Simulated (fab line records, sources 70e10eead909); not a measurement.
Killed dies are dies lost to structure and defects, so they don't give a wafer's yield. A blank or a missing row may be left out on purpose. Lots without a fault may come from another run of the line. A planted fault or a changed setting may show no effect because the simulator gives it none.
Which tool did it? | flow nand_harc | 6 lots, 18 wafers sampled, at 5 steps of a route of 1302

WHAT THE GAUGES READ, wafer by wafer
NHARC_END_SORT_01.
lot  | measured     | on        | killed_at_array
L243 | day 29 05:26 | prober-02 | 177 171 181

WHICH TOOL RAN EACH LOT (tool, then ch and the chambers of the sampled wafers, then the start)
lot  | NHARC_A_STAIRCASE_STRIP_446          | NHARC_HYBRID_BOND_ACTIVATE_00      | NHARC_THIN_TSV_PVD_51                   | NHARC_THIN_TSV_PRE_CLEAN_54
L234 | plasma_asher-02 ch 0,1, day 20 13:56 | rie_diel-11 ch 0,1, day 24 13:35   | pvd_sputter-03, day 25 07:27 or earlier | pvd_sputter-03, day 25 07:27
L237 | plasma_asher-02 ch 0,1, day 21 20:19 | rie_diel-11 ch 0,1,2, day 26 07:36 | pvd_sputter-03, day 27 00:38 or earlier | pvd_sputter-02, day 27 00:38
L239 | plasma_asher-01 ch 0,1, day 22 14:07 | rie_diel-11 ch 0,1, day 26 18:30   | pvd_sputter-03, day 27 10:04 or earlier | pvd_sputter-01, day 27 10:04
L243 | plasma_asher-02 ch 0,1, day 23 20:56 | rie_diel-11 ch 2,3, day 28 04:13   | pvd_sputter-01, day 28 19:31 or earlier | pvd_sputter-01, day 28 19:31
L244 | plasma_asher-01 ch 0, day 24 20:29   | rie_diel-11 ch 0,2,3, day 28 21:33 | pvd_sputter-03, day 29 20:30 or earlier | pvd_sputter-01, day 29 20:30
L252 | plasma_asher-02 ch 0,1, day 28 04:38 | rie_diel-01 ch 0,1,3, day 32 07:35 | pvd_sputter-02, day 33 00:44 or earlier | pvd_sputter-03, day 33 00:44
- NHARC_A_STAIRCASE_STRIP_446: strips in O2.
- NHARC_HYBRID_BOND_ACTIVATE_00: chemistry N2, time 60 s.
- NHARC_THIN_TSV_PVD_51: deposits Cu, target thk 100 nm.
- NHARC_THIN_TSV_PRE_CLEAN_54: time 30 s.

THE ANSWER, worked out from the rows above alone
Rule: what is usual is taken from the lots themselves. Put in order of their means at a reading, lots are off if they are a third of the lots or fewer, leave a main group of 4 or more, and stand apart from it by a gap of 3 or more times the standard deviation of the main group's means; of several such gaps the widest counts. A main group whose means are all the same, to the digits that the tables above print for the reading, isn't used. A lot without any number at a reading at which 4 lots or more have one is off too. The other lots that the step has rows for count as sound.
No lot is off at any reading shown: from this, nothing can be told.

WHAT THE SIMULATOR HAD PUT IN
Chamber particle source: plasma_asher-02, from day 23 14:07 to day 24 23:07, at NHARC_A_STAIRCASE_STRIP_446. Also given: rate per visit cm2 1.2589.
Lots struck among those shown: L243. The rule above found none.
